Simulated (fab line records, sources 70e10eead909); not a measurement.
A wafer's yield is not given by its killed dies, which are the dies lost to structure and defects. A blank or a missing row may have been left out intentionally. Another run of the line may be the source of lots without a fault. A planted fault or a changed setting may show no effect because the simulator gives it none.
fab line records | flow nandHarc | part 1 of 2: steps 1 to 15 of 26
[record] lots = 5 wafers = 15 lastDay = 21
route steps=1159 shown A_STAIRCASE@610
lots untouched by any fault: they come from a run of this same line in which no faults occurred
startH: hours from the record's opening day to when the first of the lot's shown wafers began | waitH: hours from the lot's prior step to this one | " as in the row above | L1.1+2: a single row standing in for several wafers | - either no value or no given start | * or withheld: withheld | < > ~ a bound
route shown NAME@n: a module of which the file shows steps, and the number in the route of the first | usual: mean/standard deviation taken from wafers without a fault | same: alike in all rows | chamber/n: place in a boat | sites: each site's reading | _std_site: how widely they spread, as a standard deviation | _edge_site: mean of outer sites minus mean of inner sites | radiusMm: how far each site lies from the wafer's centre | mask NAME#n: copy n | behind: tool/chamber where the wafer was last shaped | hold: cause of the lot's hold/its duration in hours/its outcome | device: whichever transistor did not switch (one of n, p or np) | end of line: tests of these same wafers at the route's end | where a step has no rows: the recipe by itself | killed: at the first sort, the dies lost to defects and structure; wafer yield is something else | map: the dies of a wafer, with x for killed, . for not killed, _ for no die there
set.NAME: setting as actually run; set.NAME@STEP: the setting as run at that earlier step | model.NAME: the simulator's own value behind a step, which no gauge read
certain route steps with their lots: each step a table, each wafer a row
services: a tool's chamber out of use, with start hour (startH, from the record's first day; less than 0 if before it), hours out, and reason
[[steps]]
[step NHARC_A_STAIRCASE_DEVELOP_216]
[recipe] timeS = 140
// columns lot.wafer tool chamber startH waitH
L074.2+3+4 lithoTrack-02 0 - -
L076.1+3+5 lithoTrack-02 0 - -
L080.1+3+4 lithoTrack-07 0 - -
L082.2+4+5 lithoTrack-02 0 - -
L081.2+3+4 lithoTrack-05 0 - -
[step NHARC_A_STAIRCASE_HARDBAKE_218]
[recipe] tempC = 120 timeS = 140
// columns lot.wafer tool chamber startH waitH
L074.2+3+4 lithoTrack-02 0 236.08 -
L076.1+3+5 lithoTrack-05 0 267.01 -
L080.1+3+4 lithoTrack-05 0 292.27 -
L082.2+4+5 lithoTrack-05 0 292.75 -
L081.2+3+4 lithoTrack-05 0 293.21 -
[step NHARC_A_STAIRCASE_DESCUM_219]
[recipe] timeS = 3 o2FlowSccm = 200 arFlowSccm = 0 biasPowerW = 0 chemistry = O2
[usual] drypumpMotorCurrentA = 5.9/0.3 o2FlowSccm = 200.0/0.62 oesProductAu = 0.998/0.0065 rfVppV = 57.9/0.89 showerheadPlenumPTorr = 1.94/0.076 throttleValvePct = 11.311/0.0085
[same] biasPowerW = 0
// columns lot.wafer tool chamber startH waitH drypumpMotorCurrentA o2FlowSccm oesProductAu rfHoursCounterH rfVppV showerheadPlenumPTorr throttleValvePct
L074.3 rieDiel-05 0 236.16 - 6.1 200.5 1.004 24 58.4 2.05 11.328
L074.4 " 1 " " 5.9 201.0 0.995 23 58.9 2.02 11.309
L074.2 " 3 " " 6.2 199.8 0.996 24 58.6 1.94 11.310
L076.1 rieDiel-13 3 268.03 - 6.3 199.8 1.003 28 57.8 1.99 11.306
L076.3 " 2 " " 5.8 200.1 0.998 65 58.8 1.93 11.316
L076.5 " 0 " " 5.8 200.7 0.993 - 57.8 1.77 11.303
L080.1 rieDiel-05 1 292.39 - 5.9 199.1 0.996 39 58.4 2.02 11.316
L080.4 " 2 " " 5.6 199.4 1.007 43 57.1 1.92 11.317
L080.3 " 0 " " 6.1 200.1 1.003 41 57.4 2.04 11.326
L082.2 rieDiel-08 0 292.87 - 6.0 200.4 0.997 58 58.2 2.00 11.305
L082.4 " 2 " " 5.6 199.7 1.000 - 56.6 1.82 11.317
L082.5 " 0 " " 6.0 200.7 1.003 - 58.2 2.00 11.293
L081.3 rieDiel-13 0 293.30 - 5.8 199.5 1.006 3 59.0 2.08 11.310
L081.2 " 1 " " 6.2 201.2 1.005 3 58.4 1.86 11.309
L081.4 " 2 " " 5.8 199.2 1.012 2 57.4 1.93 11.305
[step NHARC_A_STAIRCASE_TRIM_220]
[recipe] timeS = 211.2 o2FlowSccm = 500 arFlowSccm = 0 biasW = 0 chemistry = O2
[usual] drypumpMotorCurrentA = 5.9/0.31 o2FlowSccm = 500.0/1.6 oesProductAu = 0.998/0.0075 rfVppV = 58.0/0.89 showerheadPlenumPTorr = 3.58/0.13 throttleValvePct = 17.036/0.0083
// columns lot.wafer tool chamber startH waitH drypumpMotorCurrentA o2FlowSccm oesProductAu rfHoursCounterH rfVppV showerheadPlenumPTorr throttleValvePct
L074.4 rieDiel-05 0 236.25 0.1 6.1 499.8 0.993 24 59.1 3.75 17.023
L074.3 " 1 " " 5.9 501.1 0.994 23 57.9 3.71 17.044
L074.2 " 2 " " 5.6 495.5 1.006 24 59.6 3.55 17.022
L076.3 rieDiel-13 3 268.13 0.1 6.4 500.8 0.995 28 57.7 3.66 17.025
L076.1 " 0 " " 5.9 499.2 0.997 67 56.8 3.28 17.037
L076.5 " 0 " " 5.9 499.8 0.989 - 56.3 3.28 17.046
L080.1 rieDiel-05 2 292.61 0.2 5.6 497.7 1.005 43 57.4 3.54 17.033
L080.4 " 3 " " 6.3 497.4 1.004 44 57.1 3.56 17.043
L080.3 " 0 " " 6.1 498.9 0.989 41 58.1 3.74 17.052
L082.2 rieDiel-08 3 293.05 0.2 5.6 500.0 1.005 56 57.2 3.44 17.037
L082.4 " 2 " " 5.6 501.7 1.003 - 56.8 3.37 17.036
L082.5 " 0 " " 6.0 502.6 1.003 - 58.6 3.67 17.038
L081.3 rieDiel-13 1 293.38 0.1 6.2 501.7 1.016 3 57.0 3.44 17.040
L081.2 " 2 " " 5.8 498.7 1.003 2 58.3 3.56 17.027
L081.4 " 0 " " 5.9 500.5 0.993 3 60.4 3.81 17.025
[step NHARC_A_STAIRCASE_ETCH_221]
[recipe] targetDepthA = 1000 timeS = 40.5 ionEnergyEv = 400 c4f8FlowSccm = 20 o2FlowSccm = 10 arFlowSccm = withheld rfW = 600 biasW = 1000 chemistry = C4F8/O2
[usual] oesProductAu = 0.933/0.011 rfVppV = 898/4.9
// columns lot.wafer tool chamber startH waitH oesProductAu rfHoursCounterH rfVppV
L074.4 rieDiel-05 0 - - 0.933 24 904
L074.3 " 1 " " 0.932 23 904
L074.2 " 2 " " 0.947 24 897
L076.3 rieDiel-13 3 - - 0.925 29 901
L076.1 " 1 " " 0.926 68 894
L076.5 " 0 " " 0.919 - 885
L080.4 rieDiel-05 2 - - 0.940 43 898
L080.1 " 3 " " 0.939 44 897
L080.3 " 0 " " 0.940 41 903
L082.2 rieDiel-08 3 - - 0.937 56 893
L082.5 " 2 " " 0.925 - 888
L082.4 " 3 " " 0.933 - 893
L081.3 rieDiel-13 1 - - 0.937 3 893
L081.2 " 2 " " 0.948 2 897
L081.4 " 3 " " 0.933 2 901
[step NHARC_A_STAIRCASE_TRIM_222]
[recipe] timeS = 211.2 o2FlowSccm = 500 arFlowSccm = 0 biasW = 0 chemistry = O2
[usual] drypumpMotorCurrentA = 5.9/0.31 o2FlowSccm = 499.9/1.4 oesProductAu = 0.998/0.0066 rfVppV = 57.9/0.96 showerheadPlenumPTorr = 3.58/0.13 throttleValvePct = 17.036/0.0096
// columns lot.wafer tool chamber startH waitH drypumpMotorCurrentA o2FlowSccm oesProductAu rfHoursCounterH rfVppV showerheadPlenumPTorr throttleValvePct
L074.2 rieDiel-05 2 - - 5.7 499.7 1.004 24 58.2 3.55 17.036
L074.3 " 0 " " 6.1 500.5 1.009 24 58.3 3.75 17.043
L074.4 " 1 " " 5.9 502.9 0.993 23 57.1 3.72 17.035
L076.3 rieDiel-13 3 - - 6.3 500.5 1.000 29 59.6 3.66 17.038
L076.1 " 0 " " 5.9 498.2 0.992 68 57.0 3.28 17.026
L076.5 " 0 " " 5.9 499.1 1.008 - 56.5 3.28 17.029
L080.1 rieDiel-05 0 - - 6.1 499.9 1.003 41 58.3 3.74 17.033
L080.3 " 1 " " 5.9 498.2 1.000 39 60.3 3.71 17.036
L080.4 " 2 " " 5.7 498.6 1.009 44 57.9 3.54 17.037
L082.2 rieDiel-08 0 - - 6.0 499.8 0.995 58 57.0 3.67 17.042
L082.5 " 2 " " 5.6 501.2 0.993 - 55.9 3.37 17.043
L082.4 " 0 " " 6.0 503.1 1.001 - 57.0 3.67 17.030
L081.2 rieDiel-13 1 - - 6.2 502.0 1.000 3 56.8 3.44 17.020
L081.3 " 2 " " 5.8 499.9 1.000 3 57.8 3.56 17.022
L081.4 " 3 " " 6.4 501.7 1.000 2 58.0 3.65 17.031
[step NHARC_A_STAIRCASE_ETCH_223]
[recipe] targetDepthA = 1000 timeS = 40.5 ionEnergyEv = 400 c4f8FlowSccm = 20 o2FlowSccm = 10 arFlowSccm = withheld rfW = 600 biasW = 1000 chemistry = C4F8/O2
[usual] oesProductAu = 0.937/0.0093 rfVppV = 898/4.5
// columns lot.wafer tool chamber startH waitH oesProductAu rfHoursCounterH rfVppV
L074.4 rieDiel-05 3 - - 0.941 24 899
L074.3 " 0 " " 0.943 24 905
L074.2 " 1 " " 0.935 23 903
L076.1 rieDiel-13 1 - - 0.934 68 894
L076.3 " 0 " " 0.930 68 886
L076.5 " 1 " " 0.931 - 892
L080.1 rieDiel-05 2 - - 0.945 44 896
L080.4 " 3 " " 0.942 44 898
L080.3 " 0 " " 0.938 41 904
L082.2 rieDiel-08 2 - - 0.936 49 891
L082.5 " 0 " " 0.934 - 900
L082.4 " 2 " " 0.937 - 890
L081.3 rieDiel-13 2 - - 0.938 3 895
L081.4 " 3 " " 0.933 3 900
L081.2 " 0 " " 0.926 3 906
[step NHARC_A_STAIRCASE_TRIM_224]
[recipe] timeS = 211.2 o2FlowSccm = 500 arFlowSccm = 0 biasW = 0 chemistry = O2
[usual] drypumpMotorCurrentA = 5.9/0.31 o2FlowSccm = 500.0/1.3 oesProductAu = 0.998/0.0077 rfVppV = 57.9/0.87 showerheadPlenumPTorr = 3.58/0.13 throttleValvePct = 17.035/0.0098
// columns lot.wafer tool chamber startH waitH drypumpMotorCurrentA o2FlowSccm oesProductAu rfHoursCounterH rfVppV showerheadPlenumPTorr throttleValvePct
L074.3 rieDiel-05 3 - - 6.3 499.5 1.004 24 58.4 3.57 17.028
L074.4 " 0 " " 6.1 499.9 1.001 24 59.4 3.75 17.032
L074.2 " 1 " " 5.9 502.1 0.997 24 59.6 3.71 17.031
L076.3 rieDiel-13 0 - - 5.9 499.9 0.993 68 58.1 3.28 17.054
L076.1 " 2 " " 5.8 500.1 1.008 66 56.9 3.56 17.034
L076.5 " 0 " " 5.9 499.2 0.999 - 57.2 3.28 17.043
L080.3 rieDiel-05 1 - - 5.9 502.0 0.997 39 57.1 3.71 17.040
L080.1 " 2 " " 5.6 501.2 1.012 44 58.3 3.54 17.041
L080.4 " 3 " " 6.3 498.4 1.002 44 58.3 3.56 17.042
L082.2 rieDiel-08 0 - - 6.0 497.1 0.999 58 58.1 3.67 17.033
L082.5 " 3 " " 5.7 498.9 0.993 - 55.9 3.44 17.036
L082.4 " 0 " " 6.0 495.9 0.992 - 57.7 3.67 17.031
L081.4 rieDiel-13 0 - - 5.9 500.9 1.002 3 59.4 3.81 17.030
L081.3 " 2 " " 5.8 503.2 1.011 3 58.9 3.56 17.029
L081.2 " 3 " " 6.3 498.0 1.006 3 56.7 3.65 17.034
[step NHARC_A_STAIRCASE_ETCH_225]
[recipe] targetDepthA = 1000 timeS = 40.5 ionEnergyEv = 400 c4f8FlowSccm = 20 o2FlowSccm = 10 arFlowSccm = withheld rfW = 600 biasW = 1000 chemistry = C4F8/O2
[usual] oesProductAu = 0.937/0.0084 rfVppV = 898/4.8
// columns lot.wafer tool chamber startH waitH oesProductAu rfHoursCounterH rfVppV
L074.3 rieDiel-05 1 - - 0.938 24 903
L074.2 " 2 " " 0.945 24 896
L074.4 " 0 " " 0.935 24 904
L076.3 rieDiel-13 2 - - 0.939 66 897
L076.1 " 3 " " 0.945 29 900
L076.5 " 0 " " 0.942 - 885
L080.1 rieDiel-05 2 - - 0.959 44 896
L080.4 " 3 " " 0.947 44 897
L080.3 " 1 " " 0.940 39 903
L082.2 rieDiel-08 0 - - 0.937 58 901
L082.5 " 0 " " 0.939 - 900
L082.4 " 2 " " 0.936 - 889
L081.4 rieDiel-13 3 - - 0.932 3 902
L081.3 " 0 " " 0.931 3 907
L081.2 " 1 " " 0.934 3 893
[step NHARC_A_STAIRCASE_TRIM_226]
[recipe] timeS = 211.2 o2FlowSccm = 500 arFlowSccm = 0 biasW = 0 chemistry = O2
[usual] drypumpMotorCurrentA = 5.9/0.31 o2FlowSccm = 499.9/1.7 oesProductAu = 0.998/0.0072 rfVppV = 57.9/0.84 showerheadPlenumPTorr = 3.59/0.13 throttleValvePct = 17.037/0.0095
// columns lot.wafer tool chamber startH waitH drypumpMotorCurrentA o2FlowSccm oesProductAu rfHoursCounterH rfVppV showerheadPlenumPTorr throttleValvePct
L074.2 rieDiel-05 0 - - 6.1 498.6 0.997 24 57.5 3.75 17.045
L074.3 " 1 " " 5.9 499.5 1.003 24 58.7 3.71 17.027
L074.4 " 2 " " 5.6 500.5 1.003 24 58.5 3.55 17.035
L076.1 rieDiel-13 1 - - 6.2 499.2 0.997 68 57.3 3.45 17.049
L076.3 " 3 " " 6.3 500.6 0.999 30 57.2 3.66 17.059
L076.5 " 1 " " 6.3 498.1 0.999 - 56.8 3.45 17.037
L080.3 rieDiel-05 2 - - 5.6 501.1 1.000 44 57.8 3.54 17.038
L080.4 " 3 " " 6.2 499.8 0.996 44 59.3 3.56 17.056
L080.1 " 1 " " 5.9 499.5 0.990 40 58.3 3.71 17.047
L082.2 rieDiel-08 2 - - 5.6 499.4 0.991 49 58.8 3.37 17.028
L082.4 " 2 " " 5.6 499.1 0.992 - 57.6 3.37 17.034
L082.5 " 3 " " 5.7 501.3 1.003 - 57.6 3.44 17.038
L081.2 rieDiel-13 0 - - 5.9 498.8 0.995 3 57.9 3.81 17.045
L081.3 " 1 " " 6.3 501.0 1.000 4 58.4 3.44 17.038
L081.4 " 2 " " 5.8 497.1 1.005 3 56.9 3.56 17.033
[step NHARC_A_STAIRCASE_ETCH_227]
[recipe] targetDepthA = 1000 timeS = 40.5 ionEnergyEv = 400 c4f8FlowSccm = 20 o2FlowSccm = 10 arFlowSccm = withheld rfW = 600 biasW = 1000 chemistry = C4F8/O2
[usual] oesProductAu = 0.941/0.0092 rfVppV = 898/5.1
// columns lot.wafer tool chamber startH waitH oesProductAu rfHoursCounterH rfVppV
L074.4 rieDiel-05 3 - - 0.938 25 898
L074.3 " 0 " " 0.932 24 904
L074.2 " 1 " " 0.946 24 903
L076.1 rieDiel-13 3 - - 0.944 30 901
L076.3 " 2 " " 0.947 66 898
L076.5 " 3 " " 0.951 - 900
L080.4 rieDiel-05 0 - - 0.950 42 904
L080.3 " 2 " " 0.948 44 897
L080.1 " 3 " " 0.932 44 896
L082.2 rieDiel-08 3 - - 0.951 56 892
L082.5 " 3 " " 0.942 - 894
L082.4 " 2 " " 0.929 - 890
L081.2 rieDiel-13 0 - - 0.939 3 906
L081.3 " 2 " " 0.972 4 897
L081.4 " 3 " " 0.948 3 899
[step NHARC_A_STAIRCASE_TRIM_229]
[recipe] timeS = 211.2 o2FlowSccm = 500 arFlowSccm = 0 biasW = 0 chemistry = O2
[usual] drypumpMotorCurrentA = 5.8/0.34 o2FlowSccm = 500.0/1.7 oesProductAu = 0.998/0.0072 rfVppV = 57.9/0.96 showerheadPlenumPTorr = 3.56/0.13 throttleValvePct = 17.036/0.0091
// columns lot.wafer tool chamber startH waitH drypumpMotorCurrentA o2FlowSccm oesProductAu rfHoursCounterH rfVppV showerheadPlenumPTorr throttleValvePct
L074.4 rieDiel-05 3 237.39 0.1 6.3 500.1 1.004 25 58.4 3.57 17.040
L074.2 " 0 " " 6.1 500.1 1.010 24 57.7 3.75 17.041
L074.3 " 1 " " 5.9 503.0 1.002 24 57.7 3.71 17.021
L076.3 rieDiel-13 1 269.92 0.1 6.2 501.4 1.002 69 60.1 3.44 17.046
L076.1 " 3 " " 6.4 500.5 1.000 30 58.8 3.66 17.034
L076.5 " 1 " " 6.3 500.1 1.003 - 58.6 3.44 17.054
L080.3 rieDiel-05 0 293.65 0.1 6.1 501.6 1.005 42 57.9 3.74 17.041
L080.1 " 1 " " 5.9 499.0 0.999 40 57.8 3.71 17.041
L080.4 " 2 " " 5.6 498.3 1.009 44 57.3 3.54 17.037
L082.2 rieDiel-08 3 294.21 0.1 5.7 500.2 1.002 56 58.0 3.44 17.032
L082.4 " 0 " " 6.0 500.8 0.989 - 57.3 3.67 17.029
L082.5 " 2 " " 5.6 498.6 0.979 - 56.5 3.37 17.030
L081.3 rieDiel-13 2 294.92 0.1 5.8 501.0 1.002 4 57.8 3.56 17.036
L081.4 " 3 " " 6.4 501.3 0.995 3 58.3 3.65 17.050
L081.2 " 0 " " 5.9 502.0 1.004 3 58.2 3.81 17.021
[step NHARC_A_STAIRCASE_ETCH_230]
[recipe] targetDepthA = 1000 timeS = 40.5 ionEnergyEv = 400 c4f8FlowSccm = 20 o2FlowSccm = 10 arFlowSccm = withheld rfW = 600 biasW = 1000 chemistry = C4F8/O2
[usual] oesProductAu = 0.942/0.015 rfVppV = 896/4.8
// columns lot.wafer tool chamber startH waitH oesProductAu rfHoursCounterH rfVppV
L074.2 rieDiel-05 3 - - 0.945 25 898
L074.3 " 1 " " 0.945 24 902
L074.4 " 2 " " 0.945 24 897
L076.1 rieDiel-13 1 - - 0.945 69 893
L076.3 " 2 " " 0.951 66 898
L076.5 " 3 " " 0.931 - 901
L080.1 rieDiel-05 3 - - 0.928 44 899
L080.4 " 1 " " 0.944 40 902
L080.3 " 2 " " 0.955 44 897
L082.2 rieDiel-08 0 - - 0.943 58 901
L082.5 " 3 " " 0.952 - 892
L082.4 " 0 " " 0.944 - 901
L081.3 rieDiel-13 1 - - 0.921 4 891
L081.2 " 2 " " 0.944 4 897
L081.4 " 3 " " 0.939 3 900
[step NHARC_A_STAIRCASE_TRIM_231]
[recipe] timeS = 211.2 o2FlowSccm = 500 arFlowSccm = 0 biasW = 0 chemistry = O2
[usual] drypumpMotorCurrentA = 5.8/0.33 o2FlowSccm = 500.0/1.5 oesProductAu = 0.998/0.007 rfVppV = 57.9/0.95 showerheadPlenumPTorr = 3.55/0.13 throttleValvePct = 17.036/0.01
// columns lot.wafer tool chamber startH waitH drypumpMotorCurrentA o2FlowSccm oesProductAu rfHoursCounterH rfVppV showerheadPlenumPTorr throttleValvePct
L074.2 rieDiel-05 2 - - 5.6 500.3 1.005 25 58.7 3.55 17.037
L074.4 " 3 " " 6.3 498.8 1.004 25 55.9 3.57 17.032
L074.3 " 0 " " 6.1 497.9 1.003 24 57.0 3.75 17.030
L076.3 rieDiel-13 1 - - 6.3 500.4 0.998 69 56.8 3.45 17.047
L076.1 " 2 " " 5.8 500.7 1.004 66 57.4 3.56 17.033
L076.5 " 2 " " 5.8 498.5 1.002 - 57.3 3.56 17.055
L080.4 rieDiel-05 2 - - 5.6 500.9 0.998 44 58.5 3.54 17.032
L080.1 " 0 " " 6.1 497.5 1.002 42 57.8 3.74 17.038
L080.3 " 1 " " 5.9 498.5 1.005 40 59.1 3.71 17.019
L082.2 rieDiel-08 0 - - 6.0 500.4 1.004 59 59.8 3.67 17.046
L082.5 " 2 " " 5.6 500.1 0.990 - 58.2 3.37 17.054
L082.4 " 3 " " 5.7 497.2 1.001 - 57.9 3.44 17.031
L081.3 rieDiel-13 1 - - 6.3 500.3 0.999 4 56.9 3.44 17.053
L081.4 " 2 " " 5.8 499.5 0.997 4 57.8 3.56 17.035
L081.2 " 3 " " 6.3 497.3 0.998 3 58.6 3.65 17.025
[step NHARC_A_STAIRCASE_ETCH_232]
[recipe] targetDepthA = 1000 timeS = 40.5 ionEnergyEv = 400 c4f8FlowSccm = 20 o2FlowSccm = 10 arFlowSccm = withheld rfW = 600 biasW = 1000 chemistry = C4F8/O2
[usual] oesProductAu = 0.941/0.01 rfVppV = 897/4.7
// columns lot.wafer tool chamber startH waitH oesProductAu rfHoursCounterH rfVppV
L074.2 rieDiel-05 3 - - 0.937 25 897
L074.3 " 1 " " 0.949 24 902
L074.4 " 2 " " 0.942 25 898
L076.3 rieDiel-13 3 - - 0.934 30 901
L076.1 " 0 " " 0.944 69 887
L076.5 " 3 " " 0.936 - 900
L080.1 rieDiel-05 1 - - 0.945 40 903
L080.4 " 2 " " 0.947 44 896
L080.3 " 0 " " 0.945 42 903
L082.2 rieDiel-08 3 - - 0.931 56 893
L082.4 " 2 " " 0.931 - 890
L082.5 " 3 " " 0.952 - 893
L081.2 rieDiel-13 0 - - 0.944 4 906
L081.4 " 1 " " 0.935 4 893
L081.3 " 2 " " 0.944 4 897
